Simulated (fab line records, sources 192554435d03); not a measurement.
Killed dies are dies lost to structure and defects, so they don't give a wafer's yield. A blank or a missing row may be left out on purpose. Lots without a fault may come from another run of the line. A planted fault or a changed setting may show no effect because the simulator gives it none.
fab line records | flow n5_finfet | part 1 of 2: steps 1 to 4 of 6
record lots=23 wafers=69 last_day=18
route steps=1938 shown WELL_APT@31 PMOS_HMC_CHANNEL_EPI@89 FIN_SAQP@98
lots that met no fault: from a run of the same line without faults
start_h: hours from the record's first day to the start of the lot's first wafer shown | wait_h: hours since the lot's step before | " the same as in the row above | L1.1+2: a row that stands for several wafers | - no value, or no start given | * or withheld: withheld | < > ~ a bound
route shown NAME@n: a module of which the file shows steps, and the number in the route of the first | usual: mean/standard deviation of fault-free wafers | same: alike in all rows | chamber/n: place in a boat | sites: the reading at each site | _std_site: their standard deviation | _edge_site: outer sites' mean less inner sites' | radius_mm: how far each site lies from the wafer's centre | mask NAME#n: copy n | behind: the tool/chamber that last shaped the wafer | hold: why the lot was held/for how many hours/how that ended | device: the transistor (n, p or np) that didn't switch | end of line: the same wafers' tests at the end of the route | a step without rows: its recipe alone | killed: dies lost to structure and defects at the first sort, not the wafer's yield | map: a wafer's dies, x killed, . not, _ none there
set.NAME: the setting as run; set.NAME@STEP: as run at that earlier step | model.NAME: the simulator's own value behind a step, which no gauge read
steps of the route over a sample of lots; a table a step, a row a wafer
services: from which hour (start_h, from the record's first day; less than 0 if before it) a tool's chamber was out of use, for how many hours, and why
## steps
# step N5_WELL_APT_DESCUM_13
# recipe chemistry=O2 time_s=7.9 source_power_w=50 bias_power_w=20 pressure_mtorr=20 rf_frequency_hz=2.712e+07 temp_c=40 o2_flow_sccm=225
# usual drypump_motor_current_A=5.7/0.51 oes_product_au=0.76/0.062 rf_vpp_V=242.8/0.94 showerhead_plenum_p_Torr=2.071/0.028 throttle_valve_pct=20.47/0.24
# columns lot.wafer tool chamber start_h wait_h drypump_motor_current_A oes_product_au rf_hours_counter_h rf_vpp_V showerhead_plenum_p_Torr throttle_valve_pct
L074.1 rie_diel-01 2 13.73 0.0 5.7 0.71 200 243.2 2.073 20.75
L074.2 " 1 " " 5.7 0.73 183 242.8 2.084 20.47
L074.5 " 2 " " 5.7 0.71 - 241.7 2.073 20.76
L075.1 rie_diel-02 1 20.20 0.3 6.1 0.77 112 244.3 2.113 20.20
L075.2 " 3 " " 6.1 0.82 68 243.7 2.123 20.23
L075.3 " 2 " " 6.0 0.78 120 242.3 2.095 20.71
L076.3 rie_diel-02 0 25.77 0.0 5.7 0.83 65 242.9 2.041 20.40
L076.4 " 1 " " 6.1 0.76 114 244.5 2.112 20.19
L076.6 " 0 " " 5.7 0.83 - 241.9 2.041 20.40
L077.4 rie_diel-05 3 31.83 0.0 5.7 0.74 159 242.8 2.089 20.78
L077.5 " 2 " " 5.1 0.77 - 241.8 2.015 20.43
L077.6 " 1 " " 6.0 0.73 - 242.8 2.076 20.42
L078.4 rie_diel-01 1 37.70 0.1 5.8 0.71 - 243.9 2.081 20.50
L078.5 " 3 " " 4.8 0.77 - 245.9 2.091 20.48
L078.6 " 2 " " 5.7 0.70 - 242.7 2.070 20.76
L079.2 rie_diel-05 3 44.56 0.4 5.7 0.75 164 241.5 2.088 20.77
L079.4 " 2 " " 5.1 0.76 122 242.3 2.014 20.43
L079.6 " 3 " " 5.7 0.75 - 243.6 2.088 20.78
L080.1 rie_diel-02 0 49.75 0.0 5.6 0.82 74 243.6 2.038 20.42
L080.4 " 1 " " 6.1 0.75 123 244.5 2.109 20.20
L080.5 " 2 " " 6.0 0.77 - 241.8 2.091 20.72
L081.3 rie_diel-01 2 55.92 0.2 5.7 0.69 217 242.4 2.067 20.78
L081.5 " 2 " " 5.7 0.69 - 244.1 2.067 20.78
L081.6 " 3 " " 4.8 0.78 - 242.9 2.088 20.49
L082.1 rie_diel-05 2 62.69 0.2 5.1 0.76 129 240.6 2.011 20.44
L082.3 " 1 " " 6.0 0.74 210 242.7 2.073 20.44
L082.5 " 2 " " 5.2 0.76 - 240.1 2.012 20.44
L083.2 rie_diel-05 1 69.41 1.8 6.0 0.74 214 242.1 2.072 20.47
L083.5 " 1 " " 6.0 0.73 - 242.7 2.071 20.47
L083.6 " 0 " " 5.1 0.71 - 243.2 2.087 20.41
L084.1 rie_diel-01 1 73.69 0.0 5.7 0.70 207 241.8 2.076 20.50
L084.3 " 0 " " 6.5 0.95 7 242.7 2.059 19.95
L084.6 " 0 " " 6.6 0.96 - 242.2 2.059 19.95
L085.1 rie_diel-05 2 79.70 0.0 5.2 0.76 136 242.4 2.009 20.44
L085.2 " 0 " " 5.1 0.71 202 242.8 2.086 20.41
L085.3 " 1 " " 6.0 0.74 218 243.1 2.071 20.45
L086.3 rie_diel-02 0 85.69 0.0 5.6 0.81 81 242.3 2.035 20.42
L086.4 " 3 " " 6.0 0.80 86 243.6 2.117 20.28
L086.5 " 0 " " 5.6 0.82 - 241.7 2.036 20.43
L087.2 rie_diel-01 3 92.16 0.0 4.8 0.76 161 244.0 2.083 20.52
L087.3 " 0 " " 6.5 0.93 14 242.4 2.057 19.97
L087.6 " 3 " " 4.8 0.76 - 243.9 2.083 20.51
L088.2 rie_diel-01 0 98.18 0.4 6.5 0.92 15 242.7 2.055 19.96
L088.4 " 2 " " 5.7 0.68 - 241.3 2.062 20.81
L088.6 " 3 " " 4.8 0.76 - 243.7 2.082 20.51
L089.2 rie_diel-05 1 103.86 0.3 6.0 0.73 228 243.2 2.066 20.46
L089.3 " 2 " " 5.1 0.75 145 240.9 2.005 20.47
L089.6 " 3 " " 5.8 0.74 - 244.0 2.080 20.82
L090.1 rie_diel-05 3 109.85 0.2 5.7 0.73 188 243.0 2.079 20.82
L090.2 " 1 " " 6.0 0.72 229 242.3 2.066 20.47
L090.6 " 3 " " 5.8 0.73 - 242.7 2.079 20.81
L091.1 rie_diel-02 3 115.64 0.0 6.1 0.79 96 244.0 2.112 20.28
L091.4 " 2 " " 5.9 0.75 149 242.2 2.085 20.77
L091.6 " 3 " " 6.1 0.78 - 242.9 2.113 20.30
L092.3 rie_diel-01 3 121.80 0.0 4.8 0.75 172 243.8 2.079 20.55
L092.4 " 1 " " 5.7 0.70 217 244.7 2.072 20.54
L092.6 " 3 " " 4.8 0.75 - 242.3 2.078 20.54
L094.1 rie_diel-01 0 136.58 0.0 6.5 0.90 31 241.8 2.050 20.01
L094.5 " 3 " " 4.8 0.75 - 242.5 2.076 20.55
L094.6 " 0 " " 6.5 0.90 - 242.5 2.050 19.98
L095.2 rie_diel-01 0 139.68 0.0 6.5 0.89 32 242.8 2.050 20.00
L095.5 " 1 " " 5.7 0.70 - 242.2 2.072 20.54
L095.6 " 0 " " 6.5 0.90 - 243.0 2.050 19.99
L096.1 rie_diel-05 3 145.64 0.0 5.8 0.72 201 242.7 2.075 20.84
L096.2 " 1 " " 6.0 0.71 242 241.7 2.062 20.50
L096.3 " 2 " " 5.1 0.73 161 243.7 2.001 20.49
L097.1 rie_diel-01 0 151.77 0.0 6.5 0.88 36 242.0 2.048 20.01
L097.2 " 1 " " 5.7 0.69 225 243.6 2.070 20.55
L097.4 " 3 " " 4.8 0.74 - 243.5 2.075 20.54
# step N5_PMOS_HMC_CHANNEL_EPI_INSPECT_30
# recipe inspect_instrument=darkfield mode=post_epi
# usual raw_defect_count=19/6.2
# columns lot.wafer tool chamber start_h wait_h raw_defect_count
L074.1 defect_inspect-01 - 20.47 0.0 17
L074.2 " - " " 18
L074.5 " - " " 12
L075.1 defect_inspect-02 - 27.16 0.0 20
L075.2 " - " " 30
L075.3 " - " " 37
L076.3 defect_inspect-01 - 32.48 0.0 8
L076.4 " - " " 23
L076.6 " - " " 14
L077.4 defect_inspect-02 - 38.76 0.0 13
L077.5 " - " " 20
L077.6 " - " " 12
L078.4 defect_inspect-02 - 44.38 0.0 19
L078.5 " - " " 32
L078.6 " - " " 15
L079.2 defect_inspect-02 - 52.54 0.0 19
L079.4 " - " " 16
L079.6 " - " " 10
L080.1 defect_inspect-01 - 56.73 0.0 11
L080.4 " - " " 14
L080.5 " - " " 16
L081.3 defect_inspect-01 - 63.20 0.0 16
L081.5 " - " " 22
L081.6 " - " " 15
L082.1 defect_inspect-01 - 68.84 0.0 19
L082.3 " - " " 17
L082.5 " - " " 17
L083.2 defect_inspect-02 - 76.66 0.1 24
L083.5 " - " " 21
L083.6 " - " " 16
L084.1 defect_inspect-01 - 80.44 0.0 22
L084.3 " - " " 18
L084.6 " - " " 23
L085.1 defect_inspect-02 - 85.99 0.0 25
L085.2 " - " " 28
L085.3 " - " " 23
L086.3 defect_inspect-02 - 92.84 0.0 23
L086.4 " - " " 22
L086.5 " - " " 16
L087.2 defect_inspect-01 - 99.88 0.0 22
L087.3 " - " " 15
L087.6 " - " " 12
L088.2 defect_inspect-01 - 104.64 0.0 11
L088.4 " - " " 23
L088.6 " - " " 8
L089.2 defect_inspect-02 - 110.39 0.0 37
L089.3 " - " " 43
L089.6 " - " " 23
L090.1 defect_inspect-02 - 115.88 0.0 21
L090.2 " - " " 24
L090.6 " - " " 13
L091.1 defect_inspect-01 - 122.10 0.0 18
L091.4 " - " " 19
L091.6 " - " " 29
L092.3 defect_inspect-02 - 128.38 0.0 10
L092.4 " - " " 14
L092.6 " - " " 20
L094.1 defect_inspect-01 - 142.69 0.0 28
L094.5 " - " " 20
L094.6 " - " " 19
L095.2 defect_inspect-01 - 146.00 0.0 15
L095.5 " - " " 15
L095.6 " - " " 25
L096.1 defect_inspect-01 - 152.51 0.0 19
L096.2 " - " " 17
L096.3 " - " " 20
L097.1 defect_inspect-01 - 158.47 0.0 8
L097.2 " - " " 20
L097.4 " - " " 17
# step N5_FIN_SAQP_PECVD_47
# recipe material=a-Si target_thk_a=450 temp_c=400 precursor=SiH4/He pressure_torr=3 rf_w=100 time_s=36.3
# usual heater_power_w=851/83 showerhead_plenum_p_Torr=5.66/0.041 throttle_valve_pct=18.2/1
# columns lot.wafer tool chamber start_h wait_h heater_power_w showerhead_plenum_p_Torr since_wet_clean_h throttle_valve_pct
L074.1 pecvd-01 1 21.14 0.0 797 5.60 1631 17.8
L074.2 " 0 " " 978 5.63 906 19.6
L074.5 " 1 " " 801 5.61 - 17.6
L075.1 pecvd-04 2 27.83 0.0 823 5.70 334 16.7
L075.2 " 1 " " 736 5.69 1819 17.5
L075.3 " 0 " " 850 5.65 1094 19.8
L076.3 pecvd-04 2 33.14 0.0 936 5.70 340 16.7
L076.4 " 2 " " 939 5.69 - 16.9
L076.6 " 0 " " 888 5.67 - 19.6
L077.4 pecvd-01 2 39.57 0.1 843 5.72 - 17.7
L077.5 " 0 " " 923 5.61 - 19.4
L077.6 " 1 " " 785 5.61 - 17.6
L078.4 pecvd-04 2 45.07 0.1 829 5.70 - 16.9
L078.5 " 1 " " 695 5.70 - 17.7
L078.6 " 0 " " 927 5.66 - 19.8
L079.2 pecvd-04 1 53.46 0.0 771 5.69 1845 17.4
L079.4 " 1 " " 800 5.69 - 17.0
L079.6 " 0 " " 976 5.67 - 19.6
L080.1 pecvd-02 2 57.46 0.0 995 5.57 2030 18.4
L080.4 " 2 " " 969 5.59 - 18.2
L080.5 " 1 " " 1002 5.66 - 18.8
L081.3 pecvd-01 1 65.07 0.0 716 5.61 1675 17.2
L081.5 " 1 " " 701 5.59 - 17.6
L081.6 " 2 " " 736 5.69 - 17.3
L082.1 pecvd-01 2 69.71 0.0 815 5.69 446 17.4
L082.3 " 0 " " 924 5.63 955 19.6
L082.5 " 0 " " 927 5.64 - 19.3
L083.2 pecvd-01 0 77.43 0.0 809 5.64 963 19.5
L083.5 " 1 " " 723 5.60 - 17.6
L083.6 " 2 " " 811 5.70 - 17.3
L084.1 pecvd-01 2 81.10 0.0 847 5.69 457 17.8
L084.3 " 1 " " 792 5.59 1691 17.7
L084.6 " 0 " " 909 5.62 - 19.5
L085.1 pecvd-04 0 86.71 0.0 984 5.67 1153 19.7
L085.2 " 2 " " 947 5.71 393 16.8
L085.3 " 1 " " 820 5.69 1878 17.4
L086.3 pecvd-02 2 95.55 0.0 986 5.58 2068 18.6
L086.4 " 0 " " 798 5.65 - 18.1
L086.5 " 1 " " 995 5.66 - 18.5
L087.2 pecvd-01 2 100.86 0.0 835 5.70 477 17.4
L087.3 " 0 " " 916 5.63 986 19.7
L087.6 " 0 " " 947 5.65 - 19.5
L088.2 pecvd-04 0 105.31 0.0 933 5.66 1172 19.8
L088.4 " 0 " " 910 5.66 - 20.1
L088.6 " 2 " " 815 5.69 - 16.8
L089.2 pecvd-01 1 111.15 0.0 768 5.59 1721 17.5
L089.3 " 0 " " 857 5.64 996 19.9
L089.6 " 1 " " 761 5.62 - 17.6
L090.1 pecvd-01 1 116.56 0.0 701 5.60 1727 17.8
L090.2 " 0 " " 789 5.65 1002 19.5
L090.6 " 1 " " 699 5.59 - 17.7
L091.1 pecvd-02 1 122.78 0.0 907 5.67 1370 18.7
L091.4 " 1 " " 911 5.68 - 18.7
L091.6 " 2 " " 892 5.57 - 18.4
L092.3 pecvd-02 2 129.07 0.0 922 5.57 2102 18.4
L092.4 " 0 " " 718 5.66 - 18.3
L092.6 " 2 " " 959 5.58 - 18.4
L094.1 pecvd-04 1 143.36 0.0 770 5.70 1935 17.2
L094.5 " 1 " " 773 5.70 - 17.1
L094.6 " 0 " " 881 5.67 - 19.9
L095.2 pecvd-04 0 147.12 0.0 936 5.66 1214 19.8
L095.5 " 2 " " 898 5.71 - 16.6
L095.6 " 1 " " 786 5.70 - 17.3
L096.1 pecvd-04 0 153.17 0.0 953 5.65 1220 19.7
L096.2 " 1 " " 756 5.68 1945 17.4
L096.3 " 2 " " 836 5.69 460 16.9
L097.1 pecvd-02 2 159.35 0.0 882 5.55 2132 18.2
L097.2 " 0 " " 717 5.67 682 18.3
L097.4 " 2 " " 923 5.59 - 18.2
# step N5_FIN_SAQP_ETCH_51
# recipe chemistry=CF4 target=SiARC target_depth_a=455 mask_material=CAR-ArF time_s=75.8 ion_energy_ev=80 pressure_mtorr=40 source_w=545 bias_w=36 Ar_flow_sccm=100 cf4_flow_sccm=100 ends=cleared
# usual cf4_flow_sccm=99.95/0.29 drypump_motor_current_A=5.7/0.47 etch_rf_on_time_s=75.8/1 oes_product_au=0.64/0.041 rf_vpp_V=183.8/0.87 showerhead_plenum_p_Torr=2.123/0.029 throttle_valve_pct=15.70/0.23
# columns lot.wafer tool chamber start_h wait_h cf4_flow_sccm drypump_motor_current_A etch_rf_on_time_s oes_product_au rf_hours_counter_h rf_vpp_V showerhead_plenum_p_Torr throttle_valve_pct
L074.1 rie_diel-02 2 21.92 0.0 100.26 6.0 78.8 0.66 122 183.5 2.157 15.95
L074.2 " 1 " " 99.88 6.1 76.3 0.65 113 184.8 2.158 15.37
L074.5 " 2 " " 100.29 5.9 78.4 0.66 - 184.9 2.157 15.95
L075.1 rie_diel-01 1 28.50 0.0 99.42 5.7 75.0 0.62 189 181.9 2.129 15.69
L075.2 " 3 " " 99.96 4.8 76.5 0.67 133 184.5 2.151 15.73
L075.3 " 0 " " 100.41 6.6 76.8 0.58 248 183.3 2.110 15.59
L076.3 rie_diel-01 3 33.80 0.0 100.10 4.8 77.1 0.66 135 182.5 2.150 15.73
L076.4 " 3 " " 100.57 4.8 76.6 0.66 - 183.4 2.150 15.72
L076.6 " 2 " " 99.88 5.7 77.5 0.61 - 184.2 2.128 16.02
L077.4 rie_diel-01 1 40.24 0.0 100.03 5.8 74.8 0.62 - 182.9 2.127 15.70
L077.5 " 3 " " 100.03 4.8 76.4 0.67 - 183.3 2.149 15.74
L077.6 " 2 " " 100.07 5.7 76.0 0.60 - 182.7 2.127 16.01
L078.4 rie_diel-01 2 45.96 0.0 99.76 5.7 75.4 0.61 - 183.7 2.125 16.02
L078.5 " 1 " " 99.99 5.7 74.7 0.61 - 184.2 2.127 15.71
L078.6 " 3 " " 99.48 4.8 75.5 0.66 - 185.0 2.147 15.74
L079.2 rie_diel-01 1 54.32 0.0 99.71 5.7 74.2 0.62 199 183.6 2.125 15.71
L079.4 " 1 " " 99.76 5.7 74.5 0.61 - 183.7 2.126 15.73
L079.6 " 3 " " 99.73 4.8 75.7 0.66 - 185.2 2.146 15.75
L080.1 rie_diel-05 2 58.16 0.0 100.37 5.1 75.2 0.65 127 184.2 2.064 15.62
L080.4 " 0 " " 99.87 5.1 76.6 0.60 194 184.9 2.124 15.54
L080.5 " 0 " " 99.81 5.1 77.4 0.60 - 185.0 2.124 15.57
L081.3 rie_diel-05 3 65.82 0.0 99.38 5.8 75.9 0.63 172 185.1 2.137 16.00
L081.5 " 1 " " 100.33 5.9 74.2 0.62 - 183.9 2.120 15.66
L081.6 " 2 " " 99.79 5.2 74.2 0.65 - 182.8 2.063 15.62
L082.1 rie_diel-05 3 71.55 0.0 100.21 5.8 75.6 0.63 175 182.1 2.136 16.00
L082.3 " 2 " " 100.02 5.1 73.3 0.65 133 182.8 2.062 15.64
L082.5 " 2 " " 99.92 5.1 74.1 0.65 - 183.3 2.062 15.63
L083.2 rie_diel-02 3 78.22 0.0 100.50 6.1 75.2 0.69 83 184.4 2.166 15.47
L083.5 " 0 " " 100.08 5.6 74.6 0.71 - 183.5 2.079 15.52
L083.6 " 1 " " 99.98 6.1 75.3 0.64 - 183.0 2.152 15.40
L084.1 rie_diel-01 3 82.33 0.0 99.48 4.8 75.2 0.65 157 183.6 2.143 15.76
L084.3 " 0 " " 100.24 6.5 75.2 0.80 10 183.4 2.107 15.13
L084.6 " 0 " " 100.16 6.5 75.7 0.80 - 182.9 2.107 15.12
L085.1 rie_diel-05 0 87.51 0.0 100.18 5.1 76.8 0.60 205 184.0 2.120 15.55
L085.2 " 1 " " 99.83 6.0 75.9 0.61 222 184.2 2.117 15.67
L085.3 " 2 " " 99.73 5.2 75.7 0.64 140 182.8 2.060 15.65
L086.3 rie_diel-05 3 96.33 0.0 100.40 5.7 75.7 0.63 183 185.7 2.133 16.01
L086.4 " 0 " " 100.28 5.1 75.9 0.59 207 184.2 2.120 15.56
L086.5 " 0 " " 100.45 5.1 76.2 0.59 - 185.1 2.121 15.56
L087.2 rie_diel-02 1 101.64 0.0 99.89 6.1 75.1 0.64 135 184.4 2.149 15.41
L087.3 " 3 " " 99.66 6.1 74.7 0.68 92 184.4 2.162 15.47
L087.6 " 0 " " 100.02 5.6 75.3 0.69 - 183.1 2.076 15.54
L088.2 rie_diel-05 1 106.10 0.0 100.27 6.0 75.0 0.62 229 184.0 2.115 15.69
L088.4 " 0 " " 99.86 5.1 76.0 0.60 211 184.6 2.119 15.58
L088.6 " 2 " " 99.66 5.1 74.1 0.64 - 182.7 2.057 15.65
L089.2 rie_diel-01 2 111.94 0.0 99.57 5.7 76.2 0.59 240 184.4 2.116 16.06
L089.3 " 1 " " 99.48 5.8 75.3 0.61 215 184.1 2.120 15.74
L089.6 " 1 " " 99.74 5.7 74.6 0.61 - 183.7 2.120 15.75
L090.1 rie_diel-02 1 117.35 0.0 100.37 6.1 75.1 0.64 141 184.0 2.149 15.45
L090.2 " 0 " " 99.98 5.7 75.8 0.68 92 183.3 2.075 15.55
L090.6 " 1 " " 100.42 6.1 75.3 0.63 - 184.6 2.148 15.40
L091.1 rie_diel-02 3 123.72 0.0 99.59 6.0 75.4 0.67 99 184.3 2.160 15.51
L091.4 " 2 " " 99.88 5.9 77.2 0.64 153 184.1 2.147 16.00
L091.6 " 1 " " 99.95 6.1 75.1 0.63 - 183.4 2.148 15.45
L092.3 rie_diel-02 2 129.87 0.0 99.47 5.9 77.3 0.64 156 184.1 2.145 16.03
L092.4 " 3 " " 99.49 6.0 75.0 0.67 102 183.7 2.159 15.51
L092.6 " 2 " " 99.56 6.0 78.1 0.63 - 183.7 2.145 16.01
L094.1 rie_diel-01 3 144.03 0.0 100.38 4.8 75.8 0.64 181 184.4 2.134 15.82
L094.5 " 1 " " 99.90 5.7 75.5 0.60 - 182.2 2.118 15.77
L094.6 " 3 " " 100.12 4.8 75.5 0.64 - 184.7 2.135 15.81
L095.2 rie_diel-05 2 148.42 0.0 99.95 5.1 75.7 0.62 162 184.5 2.052 15.70
L095.5 " 3 " " 99.99 5.8 77.5 0.60 - 183.6 2.127 16.05
L095.6 " 2 " " 99.86 5.1 75.4 0.62 - 182.6 2.052 15.69
L096.1 rie_diel-01 1 153.83 0.0 99.62 5.7 75.7 0.60 225 182.3 2.117 15.77
L096.2 " 0 " " 100.03 6.5 76.4 0.75 37 184.1 2.098 15.19
L096.3 " 3 " " 99.63 4.8 77.2 0.63 185 183.1 2.133 15.81
L097.1 rie_diel-02 1 160.14 0.0 99.64 6.1 74.9 0.62 156 185.8 2.143 15.46
L097.2 " 3 " " 100.00 6.1 74.3 0.67 111 184.6 2.157 15.54
L097.4 " 0 " " 99.97 5.6 75.2 0.67 105 183.8 2.071 15.58
